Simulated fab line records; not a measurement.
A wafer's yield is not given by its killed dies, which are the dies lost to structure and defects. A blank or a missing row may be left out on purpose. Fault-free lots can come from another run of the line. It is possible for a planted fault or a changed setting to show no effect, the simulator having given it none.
Chamber matching ; flow n5 finfet ; N5_SDB_CMP_30 on cmp-01: 4 sister chambers
The step polishes, stops on poly-Si, t overpolish 1.54 s, target thk 30 nm. 8 wafers are shown with their chamber, then 6 later ones without.

== WAFERS, EACH WITH ITS CHAMBER ==
wafer;chamber;motor current A (A);time to endpoint s (s)
L437.2;2;10.3;19
L443.2;3;12.2;22
L443.4;0;12.4;14
L443.6;2;10.3;18
L446.2;3;12.4;22
L446.3;0;13.0;12
L447.1;1;14.1;20
L447.6;1;14.0;19

== WAFERS MISSING THEIR CHAMBER ==
wafer;motor current A (A);time to endpoint s (s)
L449.1;11.0;17
L449.4;14.8;21
L449.6;11.1;18
L458.3;10.9;21
L458.5;10.9;19
L458.6;14.4;21

== WHICH CHAMBER EACH ONE RAN IN ==
wafer;from the rows above;in truth
L449.1;2;2
L449.4;1;1
L449.6;2;2
L458.3;2;2
L458.5;2;2
L458.6;1;1
6 of 6 placed correctly. Can't be placed from these rows: 0. 0 placed wrongly.
How it was worked out, from the rows above alone: a wafer's distance from a chamber is the root of the sum, over the readings, of the square of ((its reading less the chamber's mean) divided by the reading's scatter). The wafer belongs to the nearest chamber; if the next one is less than 2 further off, it can't be placed. For every chamber, the mean is computed from those of its wafers that are shown. The scatter is the square root of a quotient: the sum, over the shown wafers, of each reading's squared deviation from its chamber's mean, divided by wafers minus chambers.
